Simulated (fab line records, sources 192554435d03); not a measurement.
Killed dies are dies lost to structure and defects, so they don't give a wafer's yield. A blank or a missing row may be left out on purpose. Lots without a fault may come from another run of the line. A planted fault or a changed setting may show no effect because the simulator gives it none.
fab line records | flow n5_finfet | part 2 of 2: steps 5 to 6 of 6
record lots=22 wafers=66 last_day=18
route steps=1938 shown BEOL_M8@1369 BEOL_M9@1404
lots that met no fault: from a run of the same line without faults
start_h: hours from the record's first day to the start of the lot's first wafer shown | wait_h: hours since the lot's step before | " the same as in the row above | L1.1+2: a row that stands for several wafers | - no value, or no start given | * or withheld: withheld | < > ~ a bound
route shown NAME@n: a module of which the file shows steps, and the number in the route of the first | usual: mean/standard deviation of fault-free wafers | same: alike in all rows | chamber/n: place in a boat | sites: the reading at each site | _std_site: their standard deviation | _edge_site: outer sites' mean less inner sites' | radius_mm: how far each site lies from the wafer's centre | mask NAME#n: copy n | behind: the tool/chamber that last shaped the wafer | hold: why the lot was held/for how many hours/how that ended | device: the transistor (n, p or np) that didn't switch | end of line: the same wafers' tests at the end of the route | a step without rows: its recipe alone | killed: dies lost to structure and defects at the first sort, not the wafer's yield | map: a wafer's dies, x killed, . not, _ none there
set.NAME: the setting as run; set.NAME@STEP: as run at that earlier step | model.NAME: the simulator's own value behind a step, which no gauge read
steps of the route over a sample of lots; a table a step, a row a wafer
services: from which hour (start_h, from the record's first day; less than 0 if before it) a tool's chamber was out of use, for how many hours, and why
## steps
# step N5_BEOL_M9_ETCH_65
# recipe chemistry=CF4 target=SiARC target_depth_a=156 mask_material=CAR-EUV time_s=26 ion_energy_ev=80 pressure_mtorr=40 source_w=545 bias_w=36 Ar_flow_sccm=100 cf4_flow_sccm=100 ends=cleared
# usual drypump_motor_current_A=5.5/0.37 etch_rf_on_time_s=26.0/0.76 oes_product_au=0.69/0.071 rf_vpp_V=184.1/1.3 showerhead_plenum_p_Torr=2.15/0.067 throttle_valve_pct=15.63/0.21
# columns lot.wafer tool chamber start_h wait_h drypump_motor_current_A etch_rf_on_time_s oes_product_au rf_hours_counter_h rf_vpp_V showerhead_plenum_p_Torr throttle_valve_pct
L074.1 rie_diel-04 2 210.57 0.0 5.7 26.4 0.61 174 182.5 2.05 15.63
L074.5 " 0 " " 5.6 27.1 0.71 - 183.7 2.11 15.53
L074.6 " 1 " " 5.0 28.2 0.57 - 184.0 2.10 15.86
L075.3 rie_diel-02 0 219.13 0.0 4.8 26.6 0.58 246 182.5 2.13 16.04
L075.4 " 3 " " 5.7 25.7 0.74 51 186.0 2.25 15.74
L075.6 " 3 " " 5.7 25.5 0.75 - 186.8 2.25 15.76
L076.1 rie_diel-06 0 227.36 0.0 5.6 25.8 0.63 169 185.0 2.22 15.67
L076.3 " 3 " " 5.2 26.3 0.72 52 184.2 2.25 15.31
L076.5 " 3 " " 5.2 26.3 0.73 - 185.3 2.25 15.32
L077.1 rie_diel-06 1 229.89 0.0 5.4 25.3 0.71 77 184.0 2.09 15.80
L077.4 " 3 " " 5.2 26.5 0.72 53 186.9 2.25 15.33
L077.5 " 2 " " 6.1 25.4 0.66 - 184.1 2.14 15.63
L078.1 rie_diel-02 0 230.05 0.0 4.7 27.0 0.58 249 182.3 2.13 16.06
L078.3 " 2 " " 5.8 25.3 0.78 26 183.3 2.10 15.20
L078.5 " 3 " " 5.7 25.6 0.75 - 186.5 2.25 15.76
L079.2 rie_diel-02 3 250.76 0.0 5.7 25.5 0.74 62 185.9 2.25 15.79
L079.3 " 2 " " 5.8 25.0 0.79 34 182.1 2.10 15.22
L079.6 " 3 " " 5.7 25.3 0.74 - 184.8 2.25 15.77
L081.1 rie_diel-04 3 263.14 0.0 5.4 26.1 0.60 223 185.2 2.21 15.85
L081.3 " 0 " " 5.7 27.5 0.69 75 184.6 2.10 15.55
L081.6 " 0 " " 5.6 27.4 0.69 - 183.3 2.10 15.56
L083.1 rie_diel-04 2 266.25 0.0 5.7 26.2 0.61 192 182.8 2.05 15.68
L083.2 " 1 " " 5.0 26.8 0.81 1 182.0 2.10 15.37
L083.3 " 3 " " 5.4 25.4 0.60 224 185.2 2.21 15.83
L082.1 rie_diel-06 3 283.74 0.0 5.2 26.6 0.70 64 184.9 2.25 15.37
L082.4 " 2 " " 6.1 25.6 0.65 159 185.7 2.13 15.65
L082.5 " 2 " " 6.0 25.6 0.64 - 184.5 2.13 15.64
L085.1 rie_diel-06 2 293.78 0.0 6.1 25.1 0.65 163 182.9 2.13 15.65
L085.3 " 1 " " 5.4 25.1 0.70 95 185.8 2.08 15.84
L085.6 " 3 " " 5.2 26.2 0.71 - 186.3 2.25 15.38
L088.3 rie_diel-06 0 299.96 0.0 5.6 25.7 0.61 189 185.1 2.22 15.70
L088.4 " 3 " " 5.2 26.6 0.70 - 184.8 2.25 15.37
L088.5 " 0 " " 5.6 25.6 0.61 - 184.9 2.22 15.72
L086.1 rie_diel-02 0 300.12 0.0 4.8 25.1 0.81 14 185.0 2.13 15.57
L086.3 " 2 " " 5.8 25.0 0.76 49 183.5 2.09 15.24
L086.4 " 3 " " 5.7 26.0 0.72 78 185.1 2.24 15.82
L087.1 rie_diel-04 0 302.11 0.0 5.7 26.9 0.69 86 183.8 2.10 15.59
L087.2 " 3 " " 5.4 25.2 0.60 233 185.4 2.21 15.85
L087.5 " 1 " " 5.0 26.8 0.78 - 183.3 2.09 15.39
L089.2 rie_diel-02 3 302.30 0.0 5.7 25.6 0.72 79 185.5 2.24 15.81
L089.3 " 0 " " 4.7 25.1 0.81 15 183.8 2.13 15.60
L089.5 " 0 " " 4.7 25.1 0.81 - 184.0 2.13 15.59
L084.2 rie_diel-06 3 302.83 0.0 5.2 26.1 0.71 71 186.0 2.25 15.38
L084.4 " 3 " " 5.2 26.2 0.70 - 186.4 2.25 15.37
L084.5 " 0 " " 5.6 25.0 0.62 - 185.2 2.22 15.71
L092.1 rie_diel-04 1 331.51 0.0 5.0 27.3 0.76 18 184.1 2.09 15.41
L092.2 " 3 " " 5.4 25.6 0.60 241 186.4 2.21 15.87
L092.5 " 3 " " 5.4 25.7 0.59 - 184.3 2.21 15.87
L091.2 rie_diel-04 0 333.99 0.0 5.7 27.3 0.67 95 182.6 2.09 15.59
L091.5 " 0 " " 5.7 27.2 0.68 - 183.6 2.09 15.59
L091.6 " 3 " " 5.4 25.5 0.59 - 184.3 2.21 15.87
L093.3 rie_diel-02 3 343.23 0.0 5.7 25.9 0.70 91 185.5 2.24 15.84
L093.4 " 2 " " 5.8 25.3 0.73 - 183.4 2.09 15.27
L093.6 " 3 " " 5.7 25.9 0.70 - 185.2 2.24 15.83
L094.3 rie_diel-02 3 354.38 0.0 5.7 26.2 0.69 96 183.5 2.24 15.82
L094.4 " 0 " " 4.8 25.5 0.76 - 184.4 2.12 15.61
L094.5 " 3 " " 5.7 26.2 0.69 - 185.4 2.24 15.83
L095.1 rie_diel-02 0 354.80 0.0 4.8 25.5 0.77 32 182.1 2.12 15.61
L095.4 " 3 " " 5.7 26.5 0.70 - 185.2 2.23 15.85
L095.6 " 0 " " 4.8 25.4 0.76 - 182.4 2.12 15.62
L096.2 rie_diel-02 1 362.73 0.0 6.0 25.7 0.84 1 183.0 2.11 15.43
L096.3 " 0 " " 4.8 25.5 0.77 34 184.6 2.12 15.62
L096.4 " 2 " " 5.8 25.5 0.72 69 183.3 2.08 15.27
L097.1 rie_diel-02 0 366.20 0.0 4.8 25.0 0.78 35 184.3 2.12 15.64
L097.3 " 3 " " 5.7 26.2 0.69 99 184.2 2.23 15.86
L097.6 " 3 " " 5.7 25.8 0.70 - 187.1 2.23 15.85
# step N5_BEOL_M9_ANNEAL_51
# recipe temp_c=225 time_s=90 ambient=N2
# usual wafer_temp_C_max=225.90/0.26
# same time_s=90
# columns lot.wafer tool chamber start_h wait_h wafer_temp_C_max
L074.1 rtp_anneal-02 0 212.53 0.1 225.92
L074.5 " 0 " " 226.26
L074.6 " 0 " " 226.13
L075.3 rtp_anneal-02 0 221.67 0.1 225.77
L075.4 " 0 " " 225.90
L075.6 " 0 " " 225.69
L076.1 rtp_anneal-02 0 229.93 0.1 225.95
L076.3 " 0 " " 226.18
L076.5 " 0 " " 226.55
L077.1 rtp_anneal-02 0 232.21 0.1 226.16
L077.4 " 0 " " 226.25
L077.5 " 0 " " 226.21
L078.1 rtp_anneal-01 0 232.25 0.1 225.80
L078.3 " 0 " " 225.91
L078.5 " 0 " " 225.66
L079.2 rtp_anneal-01 0 253.04 0.2 225.81
L079.3 " 0 " " 225.78
L079.6 " 0 " " 225.92
L081.1 rtp_anneal-02 0 265.12 0.1 226.73
L081.3 " 0 " " 225.72
L081.6 " 0 " " 226.15
L083.1 rtp_anneal-02 0 271.94 0.1 225.72
L083.2 " 0 " " 226.28
L083.3 " 0 " " 225.72
L082.1 rtp_anneal-01 0 287.05 0.1 225.55
L082.4 " 0 " " 225.69
L082.5 " 0 " " 225.82
L085.1 rtp_anneal-01 0 296.44 0.3 225.89
L085.3 " 0 " " 225.60
L085.6 " 0 " " 225.69
L088.3 rtp_anneal-01 0 303.11 0.1 225.48
L088.4 " 0 " " 225.59
L088.5 " 0 " " 225.63
L086.1 rtp_anneal-01 0 303.29 0.3 225.59
L086.3 " 0 " " 226.01
L086.4 " 0 " " 225.50
L087.1 rtp_anneal-02 0 303.95 0.1 225.58
L087.2 " 0 " " 226.18
L087.5 " 0 " " 226.11
L089.2 rtp_anneal-01 0 304.10 0.1 225.62
L089.3 " 0 " " 225.71
L089.5 " 0 " " 225.90
L084.2 rtp_anneal-02 0 304.74 0.1 225.60
L084.4 " 0 " " 226.26
L084.5 " 0 " " 225.82
L092.1 rtp_anneal-02 0 334.93 0.1 226.09
L092.2 " 0 " " 225.88
L092.5 " 0 " " 226.43
L091.2 rtp_anneal-01 0 336.35 0.2 225.55
L091.5 " 0 " " 225.54
L091.6 " 0 " " 225.46
L093.3 rtp_anneal-01 0 345.53 0.1 225.99
L093.4 " 0 " " 226.03
L093.6 " 0 " " 225.87
L094.3 rtp_anneal-01 0 357.75 0.2 225.43
L094.4 " 0 " " 225.94
L094.5 " 0 " " 225.83
L095.1 rtp_anneal-02 0 357.87 0.2 226.16
L095.4 " 0 " " 226.30
L095.6 " 0 " " 226.21
L096.2 rtp_anneal-02 0 366.15 0.2 225.81
L096.3 " 0 " " 225.82
L096.4 " 0 " " 225.94
L097.1 rtp_anneal-02 0 369.38 0.4 225.72
L097.3 " 0 " " 225.86
L097.6 " 0 " " 225.67
## services
# columns tool chamber start_h hours kind
pecvd-02 0 182.67 2.3 repair
pecvd-02 - 184.08 0.6 repair
rie_diel-04 0 222.79 11.3 repair
rie_diel-04 2 228.08 2.4 repair
rie_diel-01 3 233.35 4.4 repair
rie_diel-02 0 234.65 - clean
rie_diel-02 0 234.65 - consumable_replace:focus_ring
rie_diel-02 0 234.65 19.3 scheduled_down
rie_diel-02 0 234.65 19.3 vent_cycle
rie_diel-05 2 248.24 5.7 repair
rtp_anneal-01 - 250.65 1.2 pm
rie_diel-03 1 260.43 9.6 repair
rie_diel-03 3 273.20 6.0 repair
rie_diel-05 - 280.28 28.1 pm
rie_diel-06 2 299.45 8.1 repair
pecvd-04 1 302.38 10.1 repair
rie_diel-03 1 316.51 4.1 repair
pecvd-01 1 319.44 7.1 repair
rie_diel-06 0 337.05 4.8 repair
rie_diel-02 1 338.56 - clean
rie_diel-02 1 338.56 - consumable_replace:focus_ring
rie_diel-02 1 338.56 16.8 scheduled_down
rie_diel-02 1 338.56 16.8 vent_cycle
rie_diel-03 2 343.20 4.2 repair
